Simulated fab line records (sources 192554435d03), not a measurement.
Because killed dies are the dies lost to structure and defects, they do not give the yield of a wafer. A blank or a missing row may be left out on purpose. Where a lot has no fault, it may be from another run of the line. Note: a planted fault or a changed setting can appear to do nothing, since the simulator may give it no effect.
Which tool did it? | flow n5_finfet | 10 lots, 30 wafers sampled, at 4 steps of a route of 1938

== WHAT THE GAUGES READ, wafer by wafer ==
N5_BEOL_M4_RC_MEAS_101.
lot  | measured     | on        | DIBL_N (mV/V)  | DIBL_P (mV/V)  | IOFF_N (nA/um)    | IOFF_P (nA/um) | IOFF_P_LONG (nA/um)        | ION_N (uA/um) | ION_P (uA/um) | SS_N (mV/dec)  | SS_P (mV/dec)  | VT_N (mV)   | VT_N_LVT (mV) | VT_P (mV)      | VT_P_LONG (mV)
L886 | day 8 22:53  | prober-01 | 36.8 39.9 39.2 | 34.9 38.3 38.4 | 0.133 0.198 0.181 | 0.21 0.25 0.25 | 0.000106 0.000105 0.000103 | 655 687 683   | 459 467 464   | 71.6 72.0 71.8 | 73.7 73.9 73.7 | 252 247 248 | 103 97 98     | -252 -249 -252 | -273.3 -273.8 -273.7
L887 | day 9 05:32  | prober-01 | 37.2 35.7 34.9 | 37.4 35.0 35.2 | 0.177 0.148 0.142 | 0.22 0.19 0.18 | 9.5e-05 9.8e-05 0.000101   | 688 679 678   | 468 459 460   | 72.4 71.9 71.8 | 73.6 72.8 72.6 | 247 251 251 | 96 97 99      | -248 -252 -250 | -278.9 -274.0 -277.3
L889 | day 9 13:25  | prober-02 | 34.1 36.5 33.6 | 35.9 38.9 35.0 | 0.137 0.184 0.140 | 0.20 0.24 0.18 | 9.6e-05 9.5e-05 9.6e-05    | 666 681 674   | 462 467 457   | 71.4 71.9 71.2 | 72.8 73.5 72.2 | 252 246 249 | 98 95 99      | -251 -252 -256 | -277.0 -275.7 -280.0
L890 | day 10 08:22 | prober-01 | 34.1 38.1 35.6 | 33.3 39.7 35.3 | 0.108 0.193 0.132 | 0.13 0.22 0.16 | 9.5e-05 9e-05 9.6e-05      | 658 688 674   | 448 467 458   | 70.8 71.8 71.5 | 72.8 74.8 73.4 | 258 247 253 | 105 95 101    | -261 -251 -253 | -279.4 -279.7 -278.1
L891 | day 10 08:34 | prober-02 | 36.9 36.9 36.3 | 34.1 34.5 34.2 | 0.151 0.152 0.139 | 0.18 0.19 0.19 | 9.2e-05 9.6e-05 9.4e-05    | 681 680 669   | 453 468 464   | 72.2 71.7 71.5 | 73.2 73.0 73.0 | 251 251 251 | 101 100 102   | -255 -255 -251 | -278.3 -278.0 -276.5
L892 | day 10 12:04 | prober-01 | 39.0 39.8 35.8 | 39.5 41.5 36.2 | 0.203 0.230 0.138 | 0.21 0.25 0.17 | 8.3e-05 8.9e-05 8.6e-05    | 686 691 666   | 461 470 453   | 72.2 72.4 71.7 | 73.6 74.4 73.2 | 248 246 253 | 96 93 101     | -253 -251 -256 | -283.4 -280.5 -280.6
L900 | day 12 19:14 | prober-01 | 35.1 36.5 36.9 | 34.8 37.0 36.8 | 0.137 0.164 0.167 | 0.18 0.22 0.22 | 0.000109 0.000111 0.00011  | 665 690 677   | 457 466 467   | 71.3 71.9 72.7 | 72.7 71.8 73.3 | 253 248 251 | 102 98 97     | -251 -249 -251 | -274.6 -272.7 -272.6
L901 | day 12 22:43 | prober-02 | 35.8 38.4 34.2 | 36.2 37.5 34.3 | 0.132 0.154 0.101 | 0.13 0.14 0.12 | 7.2e-05 7.7e-05 7.9e-05    | 661 644 642   | 445 431 440   | 71.5 72.5 71.0 | 73.2 73.4 72.5 | 253 258 260 | 92 93 97      | -263 -262 -262 | -285.6 -288.8 -285.6
L903 | day 13 18:13 | prober-02 | 36.5 34.4 33.4 | 35.1 32.5 32.2 | 0.158 0.117 0.105 | 0.13 0.11 0.10 | 7.9e-05 7.7e-05 8.1e-05    | 665 650 648   | 438 436 435   | 71.3 71.3 70.6 | 73.7 71.8 72.4 | 250 256 254 | 88 93 93      | -261 -265 -263 | -288.8 -286.7 -287.0
L904 | day 13 16:52 | prober-01 | 36.5 38.0 38.2 | 35.5 38.3 37.2 | 0.150 0.195 0.174 | 0.12 0.16 0.14 | 8.1e-05 8.1e-05 7.9e-05    | 658 674 666   | 431 437 437   | 71.2 71.8 71.7 | 72.4 73.4 72.5 | 251 248 250 | 90 85 88      | -263 -260 -262 | -288.3 -289.6 -285.2

== WHAT TOOL EACH LOT RAN ON (gives the tool, then ch and the chambers of the sampled wafers, and finally the start) ==
lot  | N5_HKMG_FIN_RTA_80              | N5_BEOL_M4_ANNEAL_87         | N5_BEOL_M4_ANNEAL_91
L886 | rtp_anneal-02 ch 0, day 4 22:37 | pvd_sputter-02, day 8 20:37  | pvd_sputter-02, day 8 21:03
L887 | rtp_anneal-02 ch 0, day 5 00:52 | pvd_sputter-02, day 9 01:53  | pvd_sputter-02, day 9 02:20
L889 | rtp_anneal-02 ch 0, day 5 19:42 | pvd_sputter-02, day 9 11:14  | pvd_sputter-02, day 9 11:40
L890 | rtp_anneal-02 ch 0, day 6 00:24 | pvd_sputter-01, day 10 06:10 | pvd_sputter-01, day 10 06:37
L891 | rtp_anneal-02 ch 0, day 6 07:20 | pvd_sputter-03, day 10 06:19 | pvd_sputter-03, day 10 06:46
L892 | rtp_anneal-02 ch 0, day 6 11:47 | pvd_sputter-03, day 10 09:35 | pvd_sputter-03, day 10 10:02
L900 | rtp_anneal-02 ch 0, day 8 07:27 | pvd_sputter-01, day 12 17:06 | pvd_sputter-01, day 12 17:32
L901 | rtp_anneal-02 ch 0, day 8 14:02 | pvd_sputter-02, day 12 20:16 | pvd_sputter-02, day 12 20:43
L903 | rtp_anneal-02 ch 0, day 9 08:34 | pvd_sputter-02, day 13 15:56 | pvd_sputter-02, day 13 16:22
L904 | rtp_anneal-02 ch 0, day 9 10:40 | pvd_sputter-01, day 13 14:44 | pvd_sputter-01, day 13 15:11
- N5_HKMG_FIN_RTA_80: time 2 s.
- N5_BEOL_M4_ANNEAL_87: time 240 s.
- N5_BEOL_M4_ANNEAL_91: time 240 s.

== AS READ BY THE TOOLS THEMSELVES (means over the sampled wafers that have a number; for cases with no such wafer, the mark the record gives instead) ==
N5_BEOL_M4_ANNEAL_87.
lot  | tool           | heater_power_w (W) | susceptor_temp_C (C)
L886 | pvd_sputter-02 | 886                | 400.14
L887 | pvd_sputter-02 | 848                | 400.02
L889 | pvd_sputter-02 | 873                | 400.07
L890 | pvd_sputter-01 | 777                | 400.12
L891 | pvd_sputter-03 | 864                | 400.13
L892 | pvd_sputter-03 | 855                | 399.83
L900 | pvd_sputter-01 | 828                | 400.04
L901 | pvd_sputter-02 | 838                | 399.98
L903 | pvd_sputter-02 | 859                | 400.10
L904 | pvd_sputter-01 | 769                | 399.95

N5_BEOL_M4_ANNEAL_91.
lot  | tool           | heater_power_w (W) | susceptor_temp_C (C)
L886 | pvd_sputter-02 | 877                | 399.88
L887 | pvd_sputter-02 | 848                | 399.92
L889 | pvd_sputter-02 | 857                | 399.73
L890 | pvd_sputter-01 | 768                | 399.97
L891 | pvd_sputter-03 | 871                | 399.72
L892 | pvd_sputter-03 | 866                | 400.00
L900 | pvd_sputter-01 | 862                | 400.02
L901 | pvd_sputter-02 | 849                | 399.89
L903 | pvd_sputter-02 | 863                | 399.97
L904 | pvd_sputter-01 | 766                | 400.02

== THE ANSWER, worked out from the rows above alone ==
Rule: the usual values come from the lots themselves. Put in order of their means at a reading, lots are off if they are a third of the lots or fewer, leave a main group of 4 or more, and stand apart from it by a gap of 3 or more times the standard deviation of the main group's means; of several such gaps the widest counts. Not used: any main group whose means are identical at the precision the tables above print for the reading. Also off: a lot with no number at a reading for which 4 or more lots have one. The other lots that the step has rows for count as sound. First the gauges in route order, then the tools' own readings, where a lot's mean is used as printed above. At the first step where some lot is off, the reading lying furthest off is the one used; lots without a number count as furthest.
Off: L901, L903, L904, seen at N5_BEOL_M4_RC_MEAS_101 (ION_P). The main group: mean 462 uA/um, standard deviation 1.8.
A tool fits if, at a process step before that reading, it ran every lot that is off, and no sound lot after the first of them. Those tools and the gauges at N5_BEOL_M4_RC_MEAS_101 are tried in the same way. One candidate fits, namely rtp_anneal-02 at N5_HKMG_FIN_RTA_80. A fault onset in the window from L900 (day 8 07:27, its last sound lot) to L901 (day 8 14:02, its first lot off) fits.

== WHAT THE SIMULATOR HAD PUT IN ==
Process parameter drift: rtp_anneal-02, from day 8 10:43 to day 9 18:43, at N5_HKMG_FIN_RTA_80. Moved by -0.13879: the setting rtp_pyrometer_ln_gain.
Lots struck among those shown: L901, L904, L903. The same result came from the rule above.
